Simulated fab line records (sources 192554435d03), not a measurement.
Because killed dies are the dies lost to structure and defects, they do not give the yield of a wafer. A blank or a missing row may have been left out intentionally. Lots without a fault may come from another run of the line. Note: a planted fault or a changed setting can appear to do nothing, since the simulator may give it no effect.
Chamber matching | flow n5-finfet | ald-sin-02 running N5_BEOL_M3_ALD_98: 4 sister chambers
The step deposits SiO2, target thk 2.5 nm, pulse time 1 s, co reactant pulse time 1 s. 14 wafers are shown with their chamber, then 7 later ones without.

## WAFERS WITH THEIR CHAMBER
wafer  | chamber | heater-power-w (W) | susceptor-temp-C (C) | chamber-pressure-Torr (Torr)
L080.1 | 0       | 77                 | 99.78                | 1.997
L080.3 | 3       | 81                 | 100.04               | 2.002
L080.5 | 1       | 70                 | 99.84                | 2.000
L082.1 | 2       | 76                 | 100.23               | 1.998
L082.5 | 2       | 73                 | 99.85                | 2.001
L082.6 | 3       | 84                 | 100.03               | 2.007
L085.2 | 2       | 74                 | 99.91                | 1.997
L085.4 | 0       | 80                 | 99.98                | 1.996
L085.6 | 2       | 73                 | 99.93                | 1.998
L087.1 | 3       | 85                 | 100.07               | 1.999
L087.2 | 2       | 73                 | 99.81                | 1.997
L087.6 | 3       | 81                 | 100.04               | 2.006
L088.1 | 0       | 79                 | 99.96                | 2.004
L088.4 | 0       | 77                 | 100.02               | 2.004

SIGNATURES, as means of the wafers listed above
reading               | chamber 0 | chamber 1 | chamber 2 | chamber 3 | scatter within a chamber
heater-power-w        | 78.25     | 70.00     | 73.80     | 82.75     | 1.62
susceptor-temp-C      | 99.9350   | 99.8400   | 99.9460   | 100.0450  | 0.12
chamber-pressure-Torr | 2.00025   | 2.00000   | 1.99820   | 2.00350   | 0.00329
Rule: for each reading, subtract the chamber's mean from the wafer's reading, divide by that reading's scatter and square the result; add these up over the readings and take the root, which gives the wafer's distance from the chamber. The wafer belongs to the nearest chamber; if the next one is less than 2 further off, it can't be placed. How the scatter is found: for the shown wafers, subtract from each reading the mean of its chamber, square and add these, divide the total by (wafers less chambers), then take the root.

## WAFERS WITH NO CHAMBER GIVEN
wafer  | heater-power-w (W) | susceptor-temp-C (C) | chamber-pressure-Torr (Torr)
L088.6 | 83                 | 99.89                | 2.010
L091.2 | 77                 | 100.02               | 1.999
L091.4 | 72                 | 99.92                | 2.000
L091.6 | 81                 | 99.95                | 2.002
L093.1 | 69                 | 99.92                | 1.998
L093.4 | 74                 | 100.06               | 1.998
L093.6 | 66                 | 100.10               | 2.001

## WHICH CHAMBER EACH WENT THROUGH
wafer  | from the rows above     | in truth
L088.6 | can't be placed: 3 or 0 | 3
L091.2 | can't be placed: 0 or 2 | 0
L091.4 | can't be placed: 2 or 1 | 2
L091.6 | can't be placed: 3 or 0 | 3
L093.1 | can't be placed: 1 or 2 | 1
L093.4 | can't be placed: 2 or 0 | 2
L093.6 | can't be placed: 1 or 2 | 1
Placed correctly: 0 of 7. From these rows, 7 cannot be placed; in 7 the true chamber is one of the candidates. Wrongly placed: 0.
